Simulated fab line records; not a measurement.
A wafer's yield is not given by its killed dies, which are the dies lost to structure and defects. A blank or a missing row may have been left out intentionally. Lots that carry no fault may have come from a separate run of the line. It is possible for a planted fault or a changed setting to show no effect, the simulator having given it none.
Chamber matching | flow n5_finfet | 4 sister chambers for N5_BEOL_M8_ETCH_65 on rie_diel-01
The step etches SiARC in CF4, target depth 15.6 nm, time 26 s. 4 wafers are shown with their chamber, then 10 later ones without.

WAFERS, EACH WITH ITS CHAMBER
wafer  | chamber | drypump_motor_current_A (A)
L085.2 | 0       | 5.33
L088.1 | 3       | 5.23
L092.1 | 1       | 5.63
L092.2 | 2       | 5.81

WAFERS WITH NO CHAMBER GIVEN
wafer  | drypump_motor_current_A (A)
L092.3 | 5.34
L094.2 | 5.23
L094.3 | 5.63
L094.4 | 5.78
L097.2 | 5.63
L097.4 | 5.64
L097.6 | 5.33
L095.3 | 5.64
L095.4 | 5.66
L095.5 | 5.25

THE CHAMBER EACH PASSED THROUGH
wafer  | from the rows above | in truth
L092.3 | 0                   | 0
L094.2 | 3                   | 3
L094.3 | 1                   | 1
L094.4 | 2                   | 2
L097.2 | 1                   | 1
L097.4 | 1                   | 1
L097.6 | 0                   | 0
L095.3 | 1                   | 1
L095.4 | 1                   | 1
L095.5 | 3                   | 3
Correctly placed: 10 of 10. Number that these rows cannot place: 0. 0 placed wrongly.
How it was worked out, from the rows above alone: a wafer's distance from a chamber is the root of the sum, over the readings, of the square of ((its reading less the chamber's mean) divided by the reading's scatter). If the next closest chamber is less than 2 further off than the closest, the wafer can't be placed; otherwise it belongs to the closest. A chamber's mean is the mean of its shown wafers. The scatter (one wafer shown for each chamber): square how far every hidden wafer sits from the nearest shown wafer, average those squares and take the square root.
